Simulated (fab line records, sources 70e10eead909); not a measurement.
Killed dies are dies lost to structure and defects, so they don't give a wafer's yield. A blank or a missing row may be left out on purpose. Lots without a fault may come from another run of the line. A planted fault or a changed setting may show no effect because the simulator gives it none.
A struck lot beside a sound one | flow nand_harc | 17 steps out of a route of 1159
Sound: wafers L884.2, L884.3, L884.6. Struck: wafers L873.1, L873.2. (L873.3 of the same lot was not struck and is left out.) The cause comes at the end.
At each step with rows: each side's tool, then ch and its chambers, then its first start. Under that, the readings that differ: sound wafers | struck wafers | difference of the means | sigmas: that difference in standard deviations of wafers without a fault.
alike: readings whose means differ by less than 2 such deviations, and words and numbers that are the same on both sides. not compared: withheld readings, readings that some wafer has no value for, bounds like >300 that may hide the same value, and numbers for which the record gives no deviation and whose values overlap.
The two part at a step that has a row with sigmas, a row that says differs or no value, or rows on one side only. Numbers that don't overlap but have no deviation are shown without sigmas and don't part them. A reading that every wafer of one side lacks parts them only if that side has two wafers or more.

NHARC_P_M1_INSPECT_11:
  sound on defect_inspect-01, day 10 08:35; struck on defect_inspect-01, day 7 10:42
  alike: raw_defect_count
then, 1 step without rows for these wafers: NHARC_P_M1_DESCUM_14 (chemistry O2, time 3 s).
NHARC_P_M1_ETCH_35: etches the open film in N2/H2, target depth 40 nm, overetch 12 nm, time 43.94 s.
  sound on rie_diel-07 ch 1,3, day 10 08:43; struck on rie_diel-06 ch 0,1, day 7 10:50
  alike: drypump_motor_current_A, oes_product_au, rf_vpp_V, showerhead_plenum_p_Torr, throttle_valve_pct
  not compared: rf_hours_counter_h
NHARC_P_M1_ETCH_15: etches the open film in C4F8/Ar, target depth 182.5 nm, time 91.2 s.
  sound on rie_diel-07 ch 0,1,2; struck on rie_diel-06 ch 1,3
  alike: oes_product_au, rf_vpp_V
  not compared: rf_hours_counter_h
NHARC_P_M1_CD_MEAS_16:
  sound on cd_sem-01, day 10 08:56; struck on cd_sem-01, day 7 11:04
  alike: cd_nm
then, 1 step without rows for these wafers: NHARC_P_M1_STRIP_18 (strips in N2/H2).
NHARC_P_M1_ETCH_28: etches the open film in CF4/N2, target depth 30 nm, time 72.99 s.
  sound on rie_diel-12 ch 0,1,2; struck on rie_diel-12 ch 0,3
  alike: drypump_motor_current_A, oes_product_au, rf_vpp_V, showerhead_plenum_p_Torr, throttle_valve_pct
  not compared: rf_hours_counter_h
then, 1 step without rows for these wafers: NHARC_P_M1_STRIP_19 (strips in post etch residue remover, time 600 s).
NHARC_P_M1_DEGAS_29: time 60 s.
  sound on pvd_sputter-02, day 10 09:39; struck on pvd_sputter-02, day 7 11:47
  alike: heater_power_w
then, 2 steps without rows for these wafers: NHARC_P_M1_PRE_CLEAN_30 (time 30 s); NHARC_P_M1_PVD_20 (deposits TaN, target thk 5 nm, time 8.06 s).
NHARC_P_M1_PVD_21: deposits Cu, target thk 30 nm, time 20.49 s.
  sound on pvd_sputter-02; struck on pvd_sputter-02
  alike: throttle_valve_pct
NHARC_P_M1_ECD_22: material Cu, target thk 400 nm.
  sound on ecd_cu-01 ch 0,1, day 10 10:04; struck on ecd_cu-01 ch 0,1, day 7 12:08
then, 1 step without rows for these wafers: NHARC_P_M1_ANNEAL_31 (time 90 s).
NHARC_P_M1_CMP_23: polishes, t overpolish 20 s, target thk 157.82 nm.
  sound on cmp-01 ch 0,1,3, day 10 10:46; struck on cmp-01 ch 0,3, day 7 12:52
  reading                | sound          | struck    | difference | sigmas
  time_to_endpoint_s (s) | 27.8 28.6 27.3 | 12.5 13.6 | -14.9      | -6
  alike: motor_current_A
NHARC_P_M1_THK_MEAS_24: measures by xrf.
  sound on film_metro-01, day 10 11:03; struck on film_metro-02, day 7 13:10
  alike: thk_nm
NHARC_END_SORT_01:
  the record has rows for the sound wafers here (prober-02 ch 0, day 23 19:36) and none for the struck ones

WHERE THEY PART
First at NHARC_P_M1_CMP_23; last, within this record, at NHARC_END_SORT_01.

WHY: what the simulator had put in
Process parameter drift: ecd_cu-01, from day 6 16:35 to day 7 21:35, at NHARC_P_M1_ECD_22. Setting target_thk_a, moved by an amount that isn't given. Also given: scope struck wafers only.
